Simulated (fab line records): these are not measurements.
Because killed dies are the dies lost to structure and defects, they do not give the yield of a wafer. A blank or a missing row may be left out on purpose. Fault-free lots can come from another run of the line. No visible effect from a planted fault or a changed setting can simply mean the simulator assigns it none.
Code-filled problem report in 8D (eight disciplines) form + flow nand harc + the parts of the form that need people (team, actions taken, sign-off) are left out

1. WHAT IS WRONG
At NHARC_A_M1_INSPECT_11, raw defect count averages 420 over 2 wafers from 2 lots, while fault-free wafers read 89, standard deviation 37. That is +8.9 standard deviations from the usual mean.
First observed at day 28 07:53: wafer L916.1, on defect inspect-02. The record holds 36 wafers of 12 lots with a number at this step. The rule behind "out" and "out of limits": a value lying over 4 standard deviations away from the usual mean. The rest of the wafers with a number are treated as sound.

2. WHAT IT IS, WHAT IT ISN'T
| question                    | is                                   | is not                                                                                                   |
|-----------------------------|--------------------------------------|----------------------------------------------------------------------------------------------------------|
| which readings at this step | raw defect count                     | -                                                                                                        |
| which lots                  | L915, L916                           | L903, L904, L907, L911, L917, L919, L921, L924, L925, L926                                               |
| which wafers of those lots  | L915.1, L916.1                       | L915.2, L915.5, L916.2, L916.6                                                                           |
| read on which gauges        | defect inspect-01, defect inspect-02 | -                                                                                                        |
| when                        | from day 28 07:53                    | up to then (14 sound wafers); but 20 sound wafers of L915, L917, L919, L921, L924, L925, L926 came after |

3. THE SUSPECTS, EACH WITH WHAT RULES IT OUT
Counting: any tool at a process step up to the reading remains a suspect provided it ran every lot that is out. Sound lots after the first of them don't rule it out here, since some wafers of a struck lot are sound.
- the gauge at NHARC_A_M1_INSPECT_11: ruled out. 2 gauges (defect inspect-01, defect inspect-02) read the wafers that are out.
- rtp anneal-02 at NHARC_A_M0_ANNEAL_30 (time 90 s): kept. Every lot that is out went through it, the first being L916 (day 28 05:32); the last sound lot it ran before that was L911 (day 27 09:41).
- pecvd-02 at NHARC_A_M0_PRE_CLEAN_31 (time 12 s): kept. Every lot that is out went through it, the first being L916 (day 28 06:26); the last sound lot it ran before that was L911 (day 27 10:35).
- In pecvd-02 at NHARC_A_M0_PRE_CLEAN_31, the wafers that are out were processed in chamber 2 and their sound lot-mates in chambers 0, 1.
Left after counting: rtp anneal-02 at NHARC_A_M0_ANNEAL_30, pecvd-02 at NHARC_A_M0_PRE_CLEAN_31.

4. THE CAUSE (what the simulator had put in)
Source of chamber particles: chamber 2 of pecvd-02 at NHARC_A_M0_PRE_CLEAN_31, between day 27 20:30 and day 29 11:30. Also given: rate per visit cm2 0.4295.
Counting leaves 2 suspects; this tool is one of them.

5. SEQUENCE OF EFFECTS, ordered by route
Rows list readings where the struck wafers' mean (over those with a number) sits beyond 3 standard deviations from the usual. Only readings whose record carries a usual standard deviation are examined. hours: median over the lots of the time between each lot's start at the first step of this table that gives one and its start at this step. sigmas: the change, counted in usual standard deviations.
| hours | step                  | reading              | usual  | on struck wafers | change | sigmas |
|-------|-----------------------|----------------------|--------|------------------|--------|--------|
| 0     | NHARC_A_M1_INSPECT_11 | raw defect count     | 89     | 420              | +330   | +8.9   |
| 35    | NHARC_END_SORT_01     | defect limited yield | 90.5 % | 78.5             | -12.0  | -4.3   |
| 35    | NHARC_END_SORT_01     | killed at array      | 59     | 144              | +84    | +4.4   |
| 35    | NHARC_END_SORT_01     | killed dies          | 64     | 146              | +82    | +4.3   |

6. WHAT WOULD HAVE CAUGHT IT SOONER
Counted from the fault's start at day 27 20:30, it took 11 hours until the first out-of-limits reading at a measuring or inspecting step in this record, taken at day 28 07:53.
No tool reading at NHARC_A_M0_PRE_CLEAN_31 that has a usual standard deviation in the record was out on any struck wafer, so an alarm limit of 4 standard deviations on those readings would not have fired.
L915, from the lots that are out (2), started NHARC_A_M0_PRE_CLEAN_31 on pecvd-02 later than day 28 07:53. Had the tool been put on hold then, it would have been spared.
